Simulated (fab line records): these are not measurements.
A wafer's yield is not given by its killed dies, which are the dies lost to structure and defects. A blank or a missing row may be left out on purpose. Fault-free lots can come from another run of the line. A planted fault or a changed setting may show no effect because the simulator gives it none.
Matching of chambers	flow n5Finfet	N5_BEOL_M4_ETCH_70 on rieDiel-01: 4 sister chambers
The step etches SOC in N2/H2, target depth 80 nm, overetch 24 nm, time 130 s. 30 wafers are shown with their chamber, then 12 later ones without.

## WAFERS WITH THEIR CHAMBER
wafer	chamber	showerheadPlenumPTorr (Torr)	drypumpMotorCurrentA (A)	throttleValvePct (%)
L076.2	0	2.70	6.2	18.04
L076.5	0	2.70	6.2	18.03
L076.6	3	2.52	6.4	17.63
L074.3	0	2.70	6.2	18.04
L074.4	3	2.52	6.4	17.64
L074.5	2	2.53	5.5	17.73
L075.1	1	2.48	5.9	17.74
L075.4	2	2.53	5.5	17.75
L075.5	0	2.70	6.2	18.06
L077.2	2	2.53	5.6	17.76
L077.3	0	2.70	6.2	18.05
L077.6	0	2.70	6.2	18.04
L079.2	3	2.52	6.5	17.63
L079.3	2	2.53	5.5	17.79
L079.4	0	2.70	6.2	18.04
L080.2	2	2.52	5.6	17.78
L080.4	3	2.51	6.4	17.65
L080.5	1	2.48	5.9	17.76
L083.1	2	2.52	5.5	17.78
L083.2	1	2.48	6.0	17.76
L083.5	3	2.51	6.4	17.65
L084.1	0	2.69	6.2	18.09
L084.3	1	2.48	6.0	17.77
L084.5	3	2.51	6.4	17.68
L086.3	3	2.51	6.5	17.65
L086.5	3	2.51	6.4	17.68
L086.6	0	2.69	6.2	18.08
L089.1	0	2.69	6.2	18.09
L089.2	3	2.51	6.4	17.68
L089.5	1	2.48	6.0	17.78

SIGNATURES (averages over the wafers above)
reading	chamber 0	chamber 1	chamber 2	chamber 3	scatter within a chamber
showerheadPlenumPTorr	2.6970	2.4800	2.5267	2.5133	0.00457
drypumpMotorCurrentA	6.200	5.960	5.533	6.422	0.0397
throttleValvePct	18.0560	17.7620	17.7650	17.6544	0.021
Rule: for a wafer and a chamber, the distance is found by dividing, reading by reading, the gap between the wafer's reading and the chamber's mean by the reading's scatter, squaring, summing and taking the root. If the next closest chamber is less than 2 further off than the closest, the wafer can't be placed; otherwise it belongs to the closest. The scatter is the square root of a quotient: the sum, over the shown wafers, of each reading's squared deviation from its chamber's mean, divided by wafers minus chambers.

## WAFERS WITH NO CHAMBER GIVEN
wafer	showerheadPlenumPTorr (Torr)	drypumpMotorCurrentA (A)	throttleValvePct (%)
L088.1	2.50	6.4	17.70
L088.5	2.69	6.2	18.08
L088.6	2.47	5.9	17.79
L092.3	2.47	5.9	17.78
L092.5	2.50	6.4	17.71
L092.6	2.51	5.5	17.82
L093.1	2.50	6.4	17.70
L093.3	2.68	6.2	18.12
L093.6	2.68	6.2	18.12
L096.1	2.51	5.6	17.46
L096.5	2.47	5.9	17.82
L096.6	2.68	6.2	18.12

## EACH ONE'S CHAMBER
wafer	from the rows above	in truth
L088.1	3	3
L088.5	0	0
L088.6	1	1
L092.3	1	1
L092.5	3	3
L092.6	2	2
L093.1	3	3
L093.3	0	0
L093.6	0	0
L096.1	2	2
L096.5	1	1
L096.6	0	0
Placed correctly: 12 of 12. From these rows, 0 cannot be placed. Wrongly placed: 0.
